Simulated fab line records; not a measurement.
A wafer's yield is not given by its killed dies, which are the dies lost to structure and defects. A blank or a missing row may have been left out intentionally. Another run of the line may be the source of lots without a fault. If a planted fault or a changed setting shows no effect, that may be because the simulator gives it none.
Matching of chambers | flow nand harc | rie diel-10 running NHARC_P_M2_STRIP_18: 4 sister chambers
The step strips in N2/H2. 7 wafers are shown with their chamber, then 8 later ones without.

WAFERS, EACH WITH ITS CHAMBER
wafer  | chamber | showerhead plenum p Torr (Torr) | drypump motor current A (A)
L074.4 | 1       | 1.91                            | 5.8
L074.6 | 0       | 2.02                            | 6.2
L084.1 | 2       | 2.05                            | 5.3
L084.4 | 0       | 2.01                            | 6.3
L085.3 | 2       | 2.05                            | 5.3
L085.6 | 3       | 2.09                            | 5.6
L087.2 | 3       | 2.09                            | 5.6

WAFERS WHOSE CHAMBER IS MISSING
wafer  | showerhead plenum p Torr (Torr) | drypump motor current A (A)
L087.3 | 2.05                            | 5.3
L087.6 | 1.91                            | 5.8
L089.3 | 2.01                            | 6.2
L089.4 | 2.05                            | 5.3
L089.5 | 2.09                            | 5.6
L092.2 | 2.05                            | 5.3
L092.3 | 2.01                            | 6.3
L092.5 | 2.09                            | 5.7

CHAMBER TAKEN BY EACH
wafer  | from the rows above | in truth
L087.3 | 2                   | 2
L087.6 | 1                   | 1
L089.3 | 0                   | 0
L089.4 | 2                   | 2
L089.5 | 3                   | 3
L092.2 | 2                   | 2
L092.3 | 0                   | 0
L092.5 | 3                   | 3
Placed correctly: 8 of 8. Number that these rows cannot place: 0. Number placed wrongly: 0.
How it was worked out, from the rows above alone: a wafer's distance from a chamber is the root of the sum, over the readings, of the square of ((its reading less the chamber's mean) divided by the reading's scatter). If the next closest chamber is less than 2 further off than the closest, the wafer can't be placed; otherwise it belongs to the closest. A chamber's mean is the mean of its shown wafers. The scatter: the root of (the sum of the squares of (reading less its chamber's mean) over the shown wafers, divided by (wafers less chambers)).
